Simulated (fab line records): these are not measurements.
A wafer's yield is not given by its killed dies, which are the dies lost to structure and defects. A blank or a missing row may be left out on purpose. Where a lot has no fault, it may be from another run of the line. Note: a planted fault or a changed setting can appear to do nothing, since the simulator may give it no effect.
fab line records | flow n5-finfet
record: lots: 5 wafers: 12 last-day: 18
route steps=1938 shown BEOL_M0_SAQP@664 BEOL_M0_CUTY@701 BEOL_M4@1111 PASSIVATION@1936
lots that met no fault: taken from a fault-free run of the same line
start-h: start of the lot's first displayed wafer, in hours after the record's first day | wait-h: hours since the lot's step before | " unchanged from the row above | L1.1+2: a single row standing in for several wafers | - no value, or no start was given | * or withheld: withheld | < > ~ a bound
route shown NAME@n: NAME is a module with steps in the file, n the number in the route of the first one | usual: mean/standard deviation of fault-free wafers | same: alike in all rows | chamber/n: place in a boat | sites: the reading at each site | _std_site: how widely they spread, as a standard deviation | _edge_site: inner sites' mean taken away from outer sites' mean | radius-mm: for every site, how far away it sits from the centre of the wafer | mask NAME#n: copy n | behind: the most recent tool/chamber to have shaped the wafer | hold: what put the lot on hold/how long, in hours/how the hold closed | device: the transistor (n, p or np) that didn't switch | end of line: tests run on the same wafers once the route is complete | for a step that has no rows: nothing shown but its recipe | killed: not the wafer's yield, but the dies lost to structure and defects at the first sort | map: the dies of a wafer, with x for killed, . for not killed, _ for no die there
set.NAME: the run value of the setting; set.NAME@STEP: its run value at that earlier step | model.NAME: the simulator's own value behind a step, which no gauge read
lots at some steps of the route; a table a step, a row a wafer
services: a tool's chamber out of use, with start hour (start-h, from the record's first day; less than 0 if before it), hours out, and reason
== steps ==
step: N5_BEOL_M0_SAQP_SPACER1_ETCHBACK_99
recipe: chemistry: CHF3/O2 mode: anisotropic-etchback target: SiO2 target-depth-a: 154 time-s: 7.7 pressure-mtorr: 30 source-w: 650 bias-w: 170 Ar_flow_sccm: 200 CHF3_flow_sccm: 50 O2_flow_sccm: 5 ion-energy-ev: 200
step: N5_BEOL_M0_SAQP_MANDREL1_REMOVE_100
recipe: chemistry: HBr/Cl2/O2 bt-time-s: 10 target: a-Si stop-on: SiNx endpoint: OES-SiCl over-etch-frac: 0.85 icp-w: 600 bias-w: 30 HBr_flow_sccm: 150 Cl2_flow_sccm: 80 O2_flow_sccm: 5 pressure-mtorr: 10
step: N5_BEOL_M0_SAQP_ETCH_101
recipe: chemistry: CH3F/O2 target: SiNx mask-material: SiO2 target-depth-a: 299 time-s: 42.7 pressure-mtorr: 30 source-w: 395 bias-w: 73 Ar_flow_sccm: 150 CH3F_flow_sccm: 30 O2_flow_sccm: 20 ion-energy-ev: 120
step: N5_BEOL_M0_SAQP_ETCH_102
recipe: chemistry: CF4 target: SiO2 target-depth-a: 40 ion-energy-ev: 350 time-s: 4.4 pressure-mtorr: 10 icp-w: 800 bias-w: 400 cf4-flow-sccm: 80
step: N5_BEOL_M0_SAQP_MANDREL_ETCH_103
recipe: chemistry: HBr/Cl2 target: a-Si target-depth-a: 450 bt-time-s: 10 stop-on: SiCN mask-material: SiO2 over-etch-frac: 0.8 time-s: 27 pressure-mtorr: 10 icp-w: 800 bias-w: 75 HBr_flow_sccm: 150 Cl2_flow_sccm: 80 ends: end-point
step: N5_BEOL_M0_SAQP_RECESS_104
recipe: chemistry: HF/NH3 target: SiO2 target-depth-a: 180 afs-cycles: 3 temp-c: 30 sublimation-temp-c: 180 sublimation-time-s: 60
step: N5_BEOL_M0_SAQP_COAT_105
recipe: resist: SOC temp-c: 250 time-s: 60 spin-rpm: 1500 resist-thk-nm: 100
step: N5_BEOL_M0_SAQP_ETCH_106
recipe: chemistry: N2/H2 target: SOC target-depth-a: 1500 stop-on: SiNx ion-energy-ev: 100 bias-w: 61 pressure-mtorr: 30 source-w: 850 n2-flow-sccm: 200 h2-flow-sccm: 200
step: N5_BEOL_M0_SAQP_ETCH_107
recipe: chemistry: CH3F/O2 target: SiNx target-depth-a: 300 mask-material: SOC pressure-mtorr: 30 source-w: 395 bias-w: 73 Ar_flow_sccm: 150 CH3F_flow_sccm: 30 O2_flow_sccm: 20 ion-energy-ev: 120
step: N5_BEOL_M0_SAQP_STRIP_108
recipe: chemistry: N2/H2 power-w: 500 temp-c: 40 pressure-mtorr: 50 rf-frequency-hz: 6e+07 overash-fraction: 0.3 bias-power-w: 28 h2-frac: 0.5 n2-flow-sccm: 300 h2-flow-sccm: 300
step: N5_BEOL_M0_SAQP_RECESS_109
recipe: chemistry: HF/NH3 target: SiO2 target-depth-a: 30 afs-cycles: 1 temp-c: 30 sublimation-temp-c: 180 sublimation-time-s: 60
step: N5_BEOL_M0_SAQP_SPACER2_ALD_26
recipe: material: SiO2 target-thk-a: 150 temp-c: 300 ald-precursor-family: BDEAS ald-co-reactant: O2-plasma pulse-time-s: 1 purge-time-s: 2 co-reactant-purge-time-s: 2 pressure-torr: 2
usual: heater-power-w: 468/47 precursor-pulse-height-rel: 1.002/0.02 susceptor-temp-C: 299.99/0.21
columns lot.wafer tool chamber start-h wait-h heater-power-w precursor-pulse-height-rel susceptor-temp-C model.SiO2_of_BEOL_M0_SAQP_SPACER2_ALD_26.thk-nm
L687.1 ald-sin-03 1 192.34 0.1 381 1.019 299.89 15
L687.2 " 3 " " 424 1.017 300.02 15
L687.5 " 2 " " 507 0.957 300.05 15
L690.2 ald-sin-03 3 211.53 1.0 431 0.977 300.28 10.8
L690.4 " 1 " " 388 0.990 300.14 15
L691.3 ald-sin-03 0 218.75 0.1 448 0.997 300.25 10.6
L691.4 " 1 " " 388 1.046 299.75 15
L694.2 ald-sin-03 0 233.62 1.4 450 0.995 300.01 10.6
L694.3 " 2 " " 493 1.010 299.74 10.6
L696.1 ald-sin-04 0 242.62 0.1 406 0.992 299.95 15
L696.3 " 3 " " 551 1.038 299.98 15
L696.5 " 1 " " 503 0.997 299.96 15
step: N5_BEOL_M0_SAQP_SPACER2_ETCHBACK_27
recipe: chemistry: CHF3/O2 mode: anisotropic-etchback target: SiO2 target-depth-a: 225 time-s: 11.25 pressure-mtorr: 30 source-w: 650 bias-w: 170 Ar_flow_sccm: 200 CHF3_flow_sccm: 50 O2_flow_sccm: 5 ion-energy-ev: 200
step: N5_BEOL_M0_SAQP_MANDREL2_REMOVE_110
recipe: chemistry: HBr/Cl2/O2 bt-time-s: 10 target: a-Si stop-on: SiCN endpoint: OES-SiCl over-etch-frac: 1 icp-w: 600 bias-w: 30 HBr_flow_sccm: 150 Cl2_flow_sccm: 80 O2_flow_sccm: 5 pressure-mtorr: 10
usual: drypump-motor-current-A: 6.0/0.49 he-backside-leak-sccm: 2.8/0.35 oes-product-au: 0.991/0.02 throttle-valve-pct: 36.60/0.28
columns lot.wafer tool chamber start-h wait-h drypump-motor-current-A he-backside-leak-sccm oes-product-au rf-hours-counter-h throttle-valve-pct model.SiO2_of_BEOL_M0_SAQP_SPACER2_ALD_26.thk-nm model.BEOL_M0_SAQP.cd-nm
L687.1 rie-si-05 1 192.97 0.1 6.7 2.4 0.975 51 36.45 10.6 15
L687.2 " 2 " " 6.3 2.7 1.018 186 36.91 10.6 15
L687.5 " 0 " " 5.7 3.3 0.973 - 36.61 10.6 15.2
L690.2 rie-si-05 1 212.17 0.1 6.7 2.5 0.965 51 36.47 6.2 10.8
L690.4 " 3 " " 5.9 2.8 0.987 57 36.48 10.6 14.8
L691.3 rie-si-02 3 219.39 0.1 5.3 2.5 0.998 2 36.29 6.2 10.8
L691.4 " 0 " " 6.7 2.5 1.007 141 37.04 10.6 15
L694.2 rie-si-05 3 234.27 0.1 5.9 2.6 0.989 57 36.50 6.2 10.6
L694.3 " 0 " " 5.7 3.3 0.969 84 36.60 6.2 10.8
L696.1 rie-si-05 0 243.31 0.1 5.7 3.2 0.962 84 36.62 10.6 15.2
L696.3 " 1 " " 6.7 2.6 0.977 52 36.48 10.6 15.2
L696.5 " 3 " " 5.9 2.5 0.987 - 36.48 10.6 15
step: N5_BEOL_M0_SAQP_CD_MEAS_29
recipe: target-cd-nm: 14.4 landing-energy-ev: 1000 detector: se-inlens
usual: cd-nm: 15.08/0.22
same: landing-energy-ev: 1000
columns lot.wafer tool chamber start-h wait-h cd-nm
L687.1 cd-sem-03 0 193.08 0.1 14.87
L687.2 " 0 " " 14.92
L687.5 " 0 " " 15.11
L690.2 cd-sem-01 0 212.28 0.1 10.71
L690.4 " 0 " " 14.84
L691.3 cd-sem-02 0 219.50 0.1 10.68
L691.4 " 0 " " 15.28
L694.2 cd-sem-01 0 234.38 0.1 10.54
L694.3 " 0 " " 10.81
L696.1 cd-sem-03 0 243.42 0.1 15.17
L696.3 " 0 " " 15.05
L696.5 " 0 " " 15.13
step: N5_BEOL_M0_SAQP_COAT_69
recipe: resist: SOC temp-c: 250 time-s: 60 spin-rpm: 1500 resist-thk-nm: 90
step: N5_BEOL_M0_SAQP_COAT_72
recipe: resist: SiARC temp-c: 220 time-s: 60 spin-rpm: 1500 resist-thk-nm: 15
step: N5_BEOL_M0_SAQP_COAT_87
recipe: resist: underlayer temp-c: 205 time-s: 60 spin-rpm: 1500 resist-thk-nm: 5
step: N5_BEOL_M0_SAQP_COAT_34
recipe: resist: CAR-EUV spin-rpm: 1500 resist-thk-nm: 30
step: N5_BEOL_M0_SAQP_EBR_36
recipe: solvent: PGMEA ebr-width-mm: 1.5
step: N5_BEOL_M0_SAQP_SOFTBAKE_35
recipe: temp-c: 110 time-s: 60 resist: CAR-EUV
step: N5_BEOL_M0_SAQP_EXPOSE_37
recipe: mask-id: M0_CUT1 na: 0.33 source-shape: annular sigma-inner: 0.35 sigma-outer: 0.8 polarization: unpolarized target-cd-nm: 30 dose-mj: 44.75
step: N5_BEOL_M0_SAQP_PEB_38
recipe: peb-temp-c: 100 peb-time-s: 60 resist: CAR-EUV
step: N5_BEOL_M0_SAQP_DEVELOP_39
recipe: develop-time-s: 30 developer: TMAH resist: CAR-EUV rinse-liquid: surfactant-rinse dry: air-spin dev-temp-c: 23
step: N5_BEOL_M0_SAQP_DESCUM_45
recipe: chemistry: O2 time-s: 7 source-power-w: 50 bias-power-w: 20 pressure-mtorr: 20 rf-frequency-hz: 2.712e+07 temp-c: 40 resist: CAR-EUV o2-flow-sccm: 225
step: N5_BEOL_M0_SAQP_ETCH_88
recipe: chemistry: N2/H2 target: underlayer target-depth-a: 65 time-s: 5.2 ion-energy-ev: 200 mask-material: CAR-EUV pressure-mtorr: 30 source-w: 840 bias-w: 150 n2-flow-sccm: 200 h2-flow-sccm: 200 ends: cleared
step: N5_BEOL_M0_SAQP_ETCH_73
recipe: chemistry: CF4 target: SiARC target-depth-a: 195 mask-material: CAR-EUV time-s: 32.5 ion-energy-ev: 80 pressure-mtorr: 40 source-w: 545 bias-w: 36 Ar_flow_sccm: 100 cf4-flow-sccm: 100 ends: cleared
step: N5_BEOL_M0_SAQP_CUT_ETCH_46
recipe: chemistry: N2/H2 target: SOC target-depth-a: 1350 overetch-a: 270 temp-c: 40 time-s: 202.5 ion-energy-ev: 200 mask-material: SiARC pressure-mtorr: 30 source-w: 840 bias-w: 150 n2-flow-sccm: 200 h2-flow-sccm: 200
step: N5_BEOL_M0_SAQP_STRIP_74
recipe: chemistry: N2/H2 temp-c: 40 n2-flow-sccm: 200 h2-flow-sccm: 200 rf-frequency-hz: 6e+07
step: N5_BEOL_M0_SAQP_STRIP_89
recipe: chemistry: N2/H2 temp-c: 40 n2-flow-sccm: 200 h2-flow-sccm: 200 rf-frequency-hz: 6e+07
step: N5_BEOL_M0_SAQP_ALD_48
recipe: material: SiO2 target-thk-a: 200 temp-c: 100 ald-precursor-family: BDEAS ald-co-reactant: O2-plasma pulse-time-s: 1 co-reactant-pulse-time-s: 1 purge-time-s: 2 co-reactant-purge-time-s: 2 ald-cycles: 139 pressure-torr: 2
step: N5_BEOL_M0_SAQP_ETCH_49
recipe: chemistry: CF4/O2 target-depth-a: 370 target: SiO2 pressure-mtorr: 40 source-w: 535 bias-w: 49 Ar_flow_sccm: 100 cf4-flow-sccm: 100 O2_flow_sccm: 10 ion-energy-ev: 100
step: N5_BEOL_M0_SAQP_STRIP_75
recipe: chemistry: CF4 resist: SiARC power-w: 300 bias-power-w: 75 pressure-mtorr: 50 cf4-flow-sccm: 150 rf-frequency-hz: 6e+07
step: N5_BEOL_M0_CUTY_COAT_50
recipe: resist: SiARC temp-c: 220 time-s: 60 spin-rpm: 1500 resist-thk-nm: 15
step: N5_BEOL_M0_CUTY_COAT_51
recipe: resist: CAR-ArF-block spin-rpm: 1500 resist-thk-nm: 150
step: N5_BEOL_M0_CUTY_EBR_52
recipe: solvent: PGMEA ebr-width-mm: 1.5
step: N5_BEOL_M0_CUTY_SOFTBAKE_53
recipe: temp-c: 110 time-s: 60 resist: CAR-ArF-block
step: N5_BEOL_M0_CUTY_EXPOSE_54
recipe: mask-id: M0_ABLK na: 1.35 source-shape: conventional sigma-outer: 0.8 polarization: unpolarized dose-mj: 36
step: N5_BEOL_M4_RC_MEAS_101
usual: DIBL_N: 36.3/2 DIBL_P: 36.3/2.4 IOFF_N: 0.16/0.034 IOFF_P: 0.21/0.035 ION_N: 672/12 ION_P: 459/6.5 SS_N: 71.6/0.67 SS_P: 73.3/0.71 VT_N: 250/3.5 VT_P: -251/3
columns lot.wafer tool chamber start-h wait-h DIBL_N[mV/V] DIBL_P[mV/V] IOFF_N[nA/um] IOFF_P[nA/um] ION_N[uA/um] ION_P[uA/um] SS_N[mV/dec] SS_P[mV/dec] VT_N[mV] VT_P[mV]
L687.1 prober-01 0 261.26 0.0 39.2 41.3 0.21 0.29 671 462 72.9 74.2 249 -248
L687.2 " 0 " " 38.7 40.3 0.22 0.28 682 465 73.0 75.1 249 -242
L687.5 " 0 " " 36.1 38.5 0.17 0.24 670 455 72.0 75.0 253 -247
L691.4 prober-02 0 293.75 0.5 39.2 39.7 0.19 0.25 688 469 72.0 74.3 246 -248
L690.4 prober-02 0 303.42 0.5 33.7 33.8 0.12 0.17 669 471 70.9 71.8 252 -251
L696.1 prober-02 0 313.61 0.0 36.3 35.7 0.15 0.19 676 459 71.8 73.6 250 -250
L696.3 " 0 " " 37.1 37.6 0.19 0.22 690 469 71.8 74.6 248 -247
L696.5 " 0 " " 37.9 38.6 0.20 0.23 691 467 72.2 74.5 247 -248
step: N5_PASSIVATION_PROBE_49
usual: defect-limited-yield: 91.4/1.5 killed_at_M0_to_M3: 33/11 killed_at_M4_up: 14/5.3 killed-at-contacts: 13/6.2 killed-at-front-end: 39/13 killed-at-other: 3.1/2.8 killed-dies: 102/17 killed-on-rim: 13/3.8 killed-open: 68/13 killed-short: 32/7.8 sort_bin_5_function: 5.1/0.95 sort_bin_6_memory: 3.2/0.7 sort-n-pass: 1078/18 sort-yield-pct: 91.3/1.5
same: gross-dies: 1180 killed-at-back-side: 0 sort_bin_4_leakage[%]: 0 sort_bin_8_speed[%]: 0
columns lot.wafer tool chamber start-h wait-h defect-limited-yield[%] killed_at_M0_to_M3 killed_at_M4_up killed-at-contacts killed-at-front-end killed-at-other killed-dies killed-on-rim killed-open killed-short sort_bin_5_function[%] sort_bin_6_memory[%] sort-n-pass sort-yield-pct[%]
L691.3 prober-01 - 394.71 0.1 0 1092 14 9 58 7 1180 152 73 36 5.2 3.9 0 0
L691.4 prober-01 - 394.76 0.2 93.8 17 10 10 33 3 73 11 48 25 3.6 2.5 1107 93.8
L694.2 prober-01 - 404.55 0.1 0 1086 15 29 50 0 1180 152 76 35 5.8 3.4 0 0
L694.3 prober-01 - 404.60 0.1 0 1112 20 10 37 1 1180 152 61 36 4.5 3.4 0 0
L690.2 prober-01 - 409.88 0.1 0 1121 8 26 19 6 1180 152 61 30 4.5 3.0 0 0
L690.4 prober-01 - 409.98 0.2 90.3 34 16 26 38 1 115 23 74 34 4.5 4.2 1065 90.3
killed by level:class
L691.3 BEOL_M0_SAQP:area-ald=1070 FIN_SAQP:geometric-particle:open=17 FIN_SAQP:geometric-particle:short=9 BEOL_M0_SAQP:geometric-particle:short=9 BEOL_M4:geometric-particle:open=9 MOL_CONTACT_COAG:geometric-particle:open=8 GATE_CUT:geometric-particle:open=7 STI_FIN_REVEAL:geometric-particle:open=5
L691.4 FIN_SAQP:geometric-particle:open=8 BEOL_M0_SAQP:geometric-particle:open=7 STI_FIN_REVEAL:geometric-particle:open=6 GATE_CUT:geometric-particle:short=5 MOL_CONTACT_COAG:geometric-particle:open=5 MOL_CONTACT_COAG:geometric-particle:short=5 BEOL_M0_SAQP:geometric-particle:short=5 BEOL_M4:geometric-particle:open=4
L694.2 BEOL_M0_SAQP:area-ald=1069 MOL_CONTACT_COAG:geometric-particle:open=26 FIN_SAQP:geometric-particle:open=13 FIN_SAQP:geometric-particle:short=7 STI_FIN_REVEAL:geometric-particle:open=7 DUMMY_GATE:geometric-particle:open=7 BEOL_M0_SAQP:geometric-particle:open=7 GATE_CUT:geometric-particle:short=5
L694.3 BEOL_M0_SAQP:area-ald=1081 BEOL_M0_SAQP:geometric-particle:short=11 STI_FIN_REVEAL:geometric-particle:open=9 BEOL_M4:geometric-particle:open=9 FIN_SAQP:geometric-particle:short=8 MOL_CONTACT_COAG:geometric-particle:open=8 BEOL_M0_SAQP:geometric-particle:open=8 FIN_SAQP:geometric-particle:open=5
L690.2 BEOL_M0_SAQP:area-ald=1088 MOL_CONTACT_COAG:geometric-particle:open=18 MOL_CONTACT_COAG:geometric-particle:short=8 BEOL_M2:geometric-particle:open=8 BEOL_M3:geometric-particle:open=7 BEOL_M0_SAQP:geometric-particle:open=7 BEOL_M0_SAQP:geometric-particle:short=5 FIN_SAQP:geometric-particle:open=4
L690.4 MOL_CONTACT_COAG:geometric-particle:open=22 BEOL_M3:geometric-particle:open=12 STI_FIN_REVEAL:geometric-particle:open=8 HKMG_FIN:area-etch=7 BEOL_M0_SAQP:geometric-particle:short=5 BEOL_M1:geometric-particle:open=5 BEOL_M4:geometric-particle:open=5 BEOL_M5:geometric-particle:short=5
map L690.2 (x killed, . not)
_________________xxxxxxxxxxxx________________
______________xxxxxxxxxxxxxxxxxx_____________
___________xxxxxxxxxxxxxxxxxxxxxxxx__________
__________xxxxxxxxxxxxxxxxxxxxxxxxxx_________
________xxxxxxxxxxxxxxxxxxxxxxxxxxxxxx_______
_______xxxxxxxxxxxxxxxxxxxxxxxxxxxxxxxx______
______xxxxxxxxxxxxxxxxxxxxxxxxxxxxxxxxxx_____
_____xxxxxxxxxxxxxxxxxxxxxxxxxxxxxxxxxxxx____
____xxxxxxxxxxxxxxxxxxxxxxxxxxxxxxxxxxxxxx___
___xxxxxxxxxxxxxxxxxxxxxxxxxxxxxxxxxxxxxxxx__
___xxxxxxxxxxxxxxxxxxxxxxxxxxxxxxxxxxxxxxxx__
__xxxxxxxxxxxxxxxxxxxxxxxxxxxxxxxxxxxxxxxxxx_
__xxxxxxxxxxxxxxxxxxxxxxxxxxxxxxxxxxxxxxxxxx_
_xxxxxxxxxxxxxxxxxxxxxxxxxxxxxxxxxxxxxxxxxxxx
_xxxxxxxxxxxxxxxxxxxxxxxxxxxxxxxxxxxxxxxxxxxx
_xxxxxxxxxxxxxxxxxxxxxxxxxxxxxxxxxxxxxxxxxxxx
_xxxxxxxxxxxxxxxxxxxxxxxxxxxxxxxxxxxxxxxxxxxx
_xxxxxxxxxxxxxxxxxxxxxxxxxxxxxxxxxxxxxxxxxxxx
_xxxxxxxxxxxxxxxxxxxxxxxxxxxxxxxxxxxxxxxxxxxx
_xxxxxxxxxxxxxxxxxxxxxxxxxxxxxxxxxxxxxxxxxxxx
_xxxxxxxxxxxxxxxxxxxxxxxxxxxxxxxxxxxxxxxxxxxx
__xxxxxxxxxxxxxxxxxxxxxxxxxxxxxxxxxxxxxxxxxx_
__xxxxxxxxxxxxxxxxxxxxxxxxxxxxxxxxxxxxxxxxxx_
___xxxxxxxxxxxxxxxxxxxxxxxxxxxxxxxxxxxxxxxx__
___xxxxxxxxxxxxxxxxxxxxxxxxxxxxxxxxxxxxxxxx__
____xxxxxxxxxxxxxxxxxxxxxxxxxxxxxxxxxxxxxx___
_____xxxxxxxxxxxxxxxxxxxxxxxxxxxxxxxxxxxx____
______xxxxxxxxxxxxxxxxxxxxxxxxxxxxxxxxxx_____
_______xxxxxxxxxxxxxxxxxxxxxxxxxxxxxxxx______
________xxxxxxxxxxxxxxxxxxxxxxxxxxxxxx_______
__________xxxxxxxxxxxxxxxxxxxxxxxxxx_________
___________xxxxxxxxxxxxxxxxxxxxxxxx__________
______________xxxxxxxxxxxxxxxxxx_____________
_________________xxxxxxxxxxxx________________
map L691.3 (x killed, . not)
_________________xxxxxxxxxxxx________________
______________xxxxxxxxxxxxxxxxxx_____________
___________xxxxxxxxxxxxxxxxxxxxxxxx__________
__________xxxxxxxxxxxxxxxxxxxxxxxxxx_________
________xxxxxxxxxxxxxxxxxxxxxxxxxxxxxx_______
_______xxxxxxxxxxxxxxxxxxxxxxxxxxxxxxxx______
______xxxxxxxxxxxxxxxxxxxxxxxxxxxxxxxxxx_____
_____xxxxxxxxxxxxxxxxxxxxxxxxxxxxxxxxxxxx____
____xxxxxxxxxxxxxxxxxxxxxxxxxxxxxxxxxxxxxx___
___xxxxxxxxxxxxxxxxxxxxxxxxxxxxxxxxxxxxxxxx__
___xxxxxxxxxxxxxxxxxxxxxxxxxxxxxxxxxxxxxxxx__
__xxxxxxxxxxxxxxxxxxxxxxxxxxxxxxxxxxxxxxxxxx_
__xxxxxxxxxxxxxxxxxxxxxxxxxxxxxxxxxxxxxxxxxx_
_xxxxxxxxxxxxxxxxxxxxxxxxxxxxxxxxxxxxxxxxxxxx
_xxxxxxxxxxxxxxxxxxxxxxxxxxxxxxxxxxxxxxxxxxxx
_xxxxxxxxxxxxxxxxxxxxxxxxxxxxxxxxxxxxxxxxxxxx
_xxxxxxxxxxxxxxxxxxxxxxxxxxxxxxxxxxxxxxxxxxxx
_xxxxxxxxxxxxxxxxxxxxxxxxxxxxxxxxxxxxxxxxxxxx
_xxxxxxxxxxxxxxxxxxxxxxxxxxxxxxxxxxxxxxxxxxxx
_xxxxxxxxxxxxxxxxxxxxxxxxxxxxxxxxxxxxxxxxxxxx
_xxxxxxxxxxxxxxxxxxxxxxxxxxxxxxxxxxxxxxxxxxxx
__xxxxxxxxxxxxxxxxxxxxxxxxxxxxxxxxxxxxxxxxxx_
__xxxxxxxxxxxxxxxxxxxxxxxxxxxxxxxxxxxxxxxxxx_
___xxxxxxxxxxxxxxxxxxxxxxxxxxxxxxxxxxxxxxxx__
___xxxxxxxxxxxxxxxxxxxxxxxxxxxxxxxxxxxxxxxx__
____xxxxxxxxxxxxxxxxxxxxxxxxxxxxxxxxxxxxxx___
_____xxxxxxxxxxxxxxxxxxxxxxxxxxxxxxxxxxxx____
______xxxxxxxxxxxxxxxxxxxxxxxxxxxxxxxxxx_____
_______xxxxxxxxxxxxxxxxxxxxxxxxxxxxxxxx______
________xxxxxxxxxxxxxxxxxxxxxxxxxxxxxx_______
__________xxxxxxxxxxxxxxxxxxxxxxxxxx_________
___________xxxxxxxxxxxxxxxxxxxxxxxx__________
______________xxxxxxxxxxxxxxxxxx_____________
_________________xxxxxxxxxxxx________________
== services ==
columns tool chamber start-h hours kind
ald-sin-03 - 177.52 14.0 pm
ald-sin-03 0 177.52 14.0 vent-cycle
ald-sin-03 1 177.52 14.0 vent-cycle
ald-sin-03 2 177.52 14.0 vent-cycle
ald-sin-03 3 177.52 14.0 vent-cycle
ald-sin-03 0 191.52 - clean
ald-sin-03 1 191.52 - clean
ald-sin-03 2 191.52 - clean
ald-sin-03 3 191.52 - clean
ald-sin-04 0 197.08 28.9 repair
rie-si-02 - 204.04 14.6 pm
rie-si-05 0 215.47 4.6 repair
rie-si-05 2 220.22 - clean
rie-si-05 2 220.22 29.3 scheduled-down
rie-si-05 2 220.22 29.3 vent-cycle
rie-si-02 - 222.50 1.0 repair
rie-si-02 3 228.92 1.4 repair
ald-sin-04 - 230.93 2.8 pm
== key ==
first-sign: step: N5_BEOL_M0_SAQP_CD_MEAS_29 reading: cd-nm direction: down sigmas: 20 usual: 15.08 struck: 10.68
effect: step: N5_PASSIVATION_PROBE_49 reading: killed_at_M0_to_M3 direction: up sigmas: 98 usual: 33 struck: 1103
model-effect: step: N5_BEOL_M0_SAQP_SPACER2_ALD_26 value: SiO2_of_BEOL_M0_SAQP_SPACER2_ALD_26.thk-nm without: 15 struck: 10.65
model-effect: step: N5_BEOL_M0_SAQP_MANDREL2_REMOVE_110 value: SiO2_of_BEOL_M0_SAQP_SPACER2_ALD_26.thk-nm without: 10.6 struck: 6.2
more-kills-born-at: N5_BEOL_M0_SAQP_SPACER2_ALD_26@ald-sin-03: 4308
met-at N5_BEOL_M0_SAQP_SPACER2_ALD_26
struck-wafers L690.2,L691.3,L694.2,L694.3
later-rows-left-out L690.2,L691.3,L694.2,L694.3
onset-between 192.34 211.53
fault: kind: process-parameter-drift tool: ald-sin-03 chamber: - onset-h: 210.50 steps: N5_BEOL_M0_SAQP_SPACER2_ALD_26 channel: target-thk-a offset: * shape: step end-h: 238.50 scope: struck-wafers-only acts-in: * stated: *
later-rows-left-out: the simulator's readings of these wafers behind a module that went badly wrong aren't trusted and aren't shown, but for the sort
